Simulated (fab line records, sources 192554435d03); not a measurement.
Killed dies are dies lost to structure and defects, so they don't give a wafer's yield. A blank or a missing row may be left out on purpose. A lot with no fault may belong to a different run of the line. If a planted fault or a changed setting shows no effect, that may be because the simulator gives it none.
fab line records	flow n5_finfet
record lots=11	wafers=31	last_day=18
route steps=1938 shown BEOL_M9@1415
lots with no fault: from the same line, run without faults
start_h: hours from the record's opening day to when the first of the lot's shown wafers began	wait_h: time in hours since the lot's previous step	" identical to the entry in the row above	L1.1+2: a row that stands for several wafers	- either no value or no given start	* or withheld: withheld	< > ~ a bound
route shown NAME@n: NAME is a module with steps in the file, n the number in the route of the first one	usual: mean/standard deviation of fault-free wafers	same: alike in all rows	chamber/n: place in a boat	sites: each site's reading	_std_site: how widely they spread, as a standard deviation	_edge_site: the outer-site mean with the inner-site mean subtracted	radius_mm: for every site, how far away it sits from the centre of the wafer	mask NAME#n: copy n	behind: the tool/chamber that last shaped the wafer	hold: why the lot went on hold/how many hours it stayed there/how the hold came to an end	device: names the non-switching transistor (n, p or np)	end of line: tests of these same wafers at the route's end	step lacking rows: just its recipe	killed: dies that structure and defects cost at the first sort, which is not the same as the wafer's yield	map: a wafer's dies, marking killed ones x, the rest . and places with no die _
set.NAME: the run value of the setting; set.NAME@STEP: its run value at that earlier step	model.NAME: the simulator's own value behind a step, which no gauge read
the route's steps for a sample of lots (tables are steps, rows are wafers)
services: the hour from which a tool's chamber was out of use, counted from the record's first day as start_h (under 0 if before that day), plus the number of hours and why
## steps
# step N5_BEOL_M9_OVL_MEAS_12
# recipe points_per_wafer=44
# usual M9_OVL=-0.3/0.76
lot.wafer	tool	chamber	start_h	wait_h	M9_OVL[nm]
L458.1	overlay-01	0	239.95	0.0	0.0
L458.5	"	0	"	"	0.5
L458.6	"	0	"	"	0.4
L457.1	overlay-02	0	247.27	0.0	-0.3
L457.3	"	0	"	"	-0.7
L457.4	"	0	"	"	0.1
L459.3	overlay-01	0	250.37	0.0	0.2
L459.4	"	0	"	"	0.5
L459.6	"	0	"	"	-1.0
L460.2	overlay-02	0	257.27	0.0	-1.0
L460.3	"	0	"	"	0.0
L460.4	"	0	"	"	-0.7
L464.2	overlay-02	0	278.02	0.0	-0.5
L464.5	"	0	"	"	0.2
L463.1	overlay-01	0	280.52	0.0	-0.4
L463.5	"	0	"	"	-0.3
L472.1	overlay-01	0	331.83	0.0	0.8
L472.4	"	0	"	"	-0.3
L472.6	"	0	"	"	0.1
L475.1	overlay-01	0	343.83	0.0	-0.3
L475.4	"	0	"	"	-0.5
L475.6	"	0	"	"	-0.3
L474.3	overlay-01	0	354.48	0.0	-0.6
L474.4	"	0	"	"	-0.7
L474.6	"	0	"	"	-0.2
L477.1	overlay-01	0	357.56	0.0	-0.7
L477.2	"	0	"	"	-0.3
L477.5	"	0	"	"	-0.2
L478.1	overlay-02	0	358.52	0.0	-1.1
L478.4	"	0	"	"	-1.0
L478.6	"	0	"	"	-1.4
# step N5_BEOL_M9_STRIP_19
# recipe chemistry=O2	power_w=400	temp_c=40	pressure_mtorr=30	rf_frequency_hz=6e+07	bias_power_w=0	overash_fraction=0.2	o2_flow_sccm=225
# usual drypump_motor_current_A=5.7/0.35	oes_product_au=0.78/0.08	rf_vpp_V=3.6/0.67	showerhead_plenum_p_Torr=2.08/0.075	throttle_valve_pct=16.67/0.24
lot.wafer	tool	chamber	start_h	wait_h	drypump_motor_current_A	oes_product_au	rf_hours_counter_h	rf_vpp_V	showerhead_plenum_p_Torr	throttle_valve_pct
L458.1	rie_diel-05	3	240.65	0.1	5.6	0.91	32	5.2	2.05	16.43
L458.5	"	0	"	"	6.1	0.71	-	3.2	2.08	16.67
L458.6	"	3	"	"	5.6	0.91	-	3.0	2.05	16.45
L457.1	rie_diel-06	3	247.71	0.1	5.3	0.94	20	3.0	2.23	16.25
L457.3	"	0	"	"	5.7	0.80	125	4.6	2.19	16.70
L457.4	"	2	"	"	5.9	0.71	184	3.7	2.00	17.09
L459.3	rie_diel-06	2	250.94	0.2	5.9	0.72	185	4.0	2.00	17.06
L459.4	"	3	"	"	5.3	0.94	21	3.4	2.23	16.25
L459.6	"	1	"	"	5.9	0.74	-	4.1	1.94	17.15
L460.2	rie_diel-02	1	258.00	0.1	6.3	0.78	123	3.8	2.20	17.05
L460.3	"	2	"	"	5.5	0.76	137	5.1	2.02	16.64
L460.4	"	0	"	"	5.4	0.99	2	4.6	2.14	16.29
L464.2	rie_diel-05	0	278.46	0.1	6.2	0.71	191	4.8	2.08	16.68
L464.5	"	2	"	"	6.0	0.69	-	3.9	2.15	16.58
L463.1	rie_diel-05	2	280.96	0.1	6.0	0.69	234	2.4	2.15	16.57
L463.5	"	1	"	"	5.2	0.84	-	4.0	2.04	16.62
L472.1	rie_diel-05	0	332.28	0.1	6.2	0.71	202	3.3	2.07	16.71
L472.4	"	1	"	"	5.2	0.82	68	3.1	2.03	16.62
L472.6	"	1	"	"	5.2	0.81	-	3.3	2.03	16.63
L475.1	rie_diel-05	0	344.35	0.2	6.1	0.69	207	3.3	2.07	16.70
L475.4	"	3	"	"	5.6	0.84	-	3.1	2.03	16.50
L475.6	"	1	"	"	5.2	0.82	-	3.0	2.03	16.67
L474.3	rie_diel-06	0	354.92	0.1	5.7	0.75	158	2.6	2.18	16.79
L474.4	"	1	"	"	5.9	0.71	189	3.5	1.93	17.22
L474.6	"	3	"	"	5.3	0.87	-	4.4	2.22	16.31
L477.1	rie_diel-05	0	358.13	0.1	6.2	0.69	214	1.6	2.07	16.72
L477.2	"	1	"	"	5.2	0.81	79	3.9	2.03	16.68
L477.5	"	0	"	"	6.2	0.70	-	3.3	2.07	16.74
L478.1	rie_diel-06	0	359.18	0.1	5.7	0.75	160	3.3	2.18	16.78
L478.4	"	1	"	"	5.9	0.73	190	4.5	1.93	17.22
L478.6	"	0	"	"	5.8	0.76	-	4.2	2.18	16.79
# step N5_BEOL_M9_VIA_ETCH_34
# recipe chemistry=C4F6/O2	target=SiCOH_lowk	target_depth_a=1824	mask_material=SOC	taper_deg=4	time_s=68.4	ion_energy_ev=250	pressure_mtorr=30	source_w=345	bias_w=185	Ar_flow_sccm=300	C4F6_flow_sccm=10	O2_flow_sccm=10
# usual drypump_motor_current_A=5.7/0.34	oes_product_au=0.78/0.082	rf_fwd_power_W=342.2/1.4	rf_vpp_V=663/5.7	showerhead_plenum_p_Torr=2.83/0.11	throttle_valve_pct=20.94/0.25
# same time_s=68.4
lot.wafer	tool	chamber	start_h	wait_h	drypump_motor_current_A	oes_product_au	rf_fwd_power_W	rf_hours_counter_h	rf_vpp_V	showerhead_plenum_p_Torr	throttle_valve_pct
L458.1	rie_diel-05	3	241.98	0.0	5.6	0.89	341.7	32	667	2.80	20.83
L458.5	"	1	"	"	5.2	0.86	343.5	-	654	2.79	20.88
L458.6	"	0	"	"	6.1	0.72	343.8	-	664	2.84	20.98
L457.1	rie_diel-05	3	249.43	0.0	5.6	0.89	342.5	35	666	2.80	20.83
L457.3	"	1	"	"	5.2	0.86	343.6	43	654	2.78	20.89
L457.4	"	2	"	"	6.0	0.70	340.9	224	663	2.92	20.66
L459.3	rie_diel-02	3	253.05	0.0	5.5	0.72	342.7	185	673	2.82	21.00
L459.4	"	0	"	"	5.4	0.98	343.4	0	663	2.91	20.55
L459.6	"	0	"	"	5.4	0.97	343.0	-	664	2.91	20.56
L460.2	rie_diel-05	2	260.25	0.0	6.0	0.69	341.4	228	664	2.92	20.68
L460.3	"	3	"	"	5.6	0.89	339.8	39	666	2.80	20.83
L460.4	"	3	"	"	5.6	0.90	340.2	-	666	2.80	20.83
L464.2	rie_diel-05	3	279.37	0.0	5.6	1.23	343.0	45	668	2.80	20.95
L464.5	"	2	"	"	6.0	0.97	340.6	-	663	2.91	20.79
L463.1	rie_diel-05	2	281.92	0.0	6.0	0.68	341.3	234	664	2.91	20.70
L463.5	"	1	"	"	5.2	1.17	340.6	-	653	2.78	21.02
L472.1	rie_diel-02	0	335.06	0.0	5.4	0.91	343.1	24	662	2.90	20.61
L472.4	"	2	"	"	5.5	0.74	342.3	159	661	2.73	20.86
L472.6	"	0	"	"	5.4	0.90	341.9	-	663	2.90	20.60
L475.1	rie_diel-06	2	346.77	0.0	5.9	0.69	339.5	212	654	2.71	21.32
L475.4	"	3	"	"	5.3	0.88	342.7	51	673	3.01	20.57
L475.6	"	3	"	"	5.3	0.88	342.3	-	672	3.01	20.55
L474.3	rie_diel-05	0	356.14	0.0	6.1	0.69	343.3	213	665	2.83	21.03
L474.4	"	0	"	"	6.2	0.69	340.8	-	663	2.83	21.02
L474.6	"	1	"	"	5.2	0.81	345.9	-	654	2.77	20.96
L477.1	rie_diel-06	0	359.62	0.0	5.7	0.75	342.0	160	662	2.95	21.01
L477.2	"	3	"	"	5.3	0.86	342.4	55	672	3.01	20.56
L477.5	"	1	"	"	5.9	0.72	345.3	-	668	2.61	21.38
L478.1	rie_diel-02	0	360.94	0.0	5.4	0.88	343.6	34	663	2.90	20.62
L478.4	"	0	"	"	5.4	0.88	342.8	-	664	2.90	20.61
L478.6	"	3	"	"	5.5	0.70	342.1	-	672	2.80	21.04
# step N5_BEOL_M9_OCD_MEAS_38
# usual trench_depth_nm=151.9/1.8
lot.wafer	tool	chamber	start_h	wait_h	trench_depth_nm
L458.1	ocd-02	-	242.26	-	152.5
L458.5	"	-	"	"	153.6
L458.6	"	-	"	"	152.2
L457.1	ocd-01	-	249.70	-	153.2
L457.3	"	-	"	"	153.9
L457.4	"	-	"	"	150.8
L459.3	ocd-01	-	253.33	-	148.5
L459.4	"	-	"	"	151.5
L459.6	"	-	"	"	150.8
L460.2	ocd-01	-	260.52	-	151.4
L460.3	"	-	"	"	153.9
L460.4	"	-	"	"	153.9
L464.2	ocd-01	-	279.65	-	154.2
L464.5	"	-	"	"	149.4
L463.1	ocd-01	-	282.20	-	149.9
L463.5	"	-	"	"	154.5
L472.1	ocd-01	-	335.33	-	153.3
L472.4	"	-	"	"	149.8
L472.6	"	-	"	"	152.5
L475.1	ocd-01	-	347.04	-	150.3
L475.4	"	-	"	"	153.0
L475.6	"	-	"	"	152.8
L474.3	ocd-02	-	356.42	-	151.4
L474.4	"	-	"	"	151.4
L474.6	"	-	"	"	152.0
L477.1	ocd-02	-	359.89	-	149.1
L477.2	"	-	"	"	153.3
L477.5	"	-	"	"	152.8
L478.1	ocd-01	-	361.21	-	152.4
L478.4	"	-	"	"	153.1
L478.6	"	-	"	"	150.0
## services
tool	chamber	start_h	hours	kind
rie_diel-02	0	219.73	-	clean
rie_diel-02	0	219.73	-	consumable_replace:focus_ring
rie_diel-02	0	219.73	32.4	scheduled_down
rie_diel-02	0	219.73	32.4	vent_cycle
rie_diel-02	1	234.79	10.1	repair
rie_diel-05	0	290.58	14.1	repair
rie_diel-06	2	323.89	4.5	repair
rie_diel-05	2	335.81	-	clean
rie_diel-05	2	335.81	-	consumable_replace:focus_ring
rie_diel-05	2	335.81	25.0	scheduled_down
rie_diel-05	2	335.81	25.0	vent_cycle
rie_diel-02	1	351.37	14.6	repair
rie_diel-05	3	356.99	15.0	repair
## key
first_sign step=N5_BEOL_M9_VIA_ETCH_34	reading=oes_product_au	direction=up	sigmas=4.2	usual=0.78	struck=1.13
effect none on later readings
met_at N5_BEOL_M9_VIA_ETCH_34
struck_lots L463,L464
struck_wafers L463.5,L464.2,L464.5
not_acting_at N5_BEOL_M9_OVL_MEAS_12,N5_BEOL_M9_STRIP_19,N5_BEOL_M9_OCD_MEAS_38
onset_between 260.25 279.37
fault kind=process_parameter_drift	tool=rie_diel-05	chamber=-	onset_h=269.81	steps=N5_BEOL_M9_VIA_ETCH_34	channel=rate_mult	offset=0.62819	shape=step	end_h=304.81	scope=struck_wafers_only
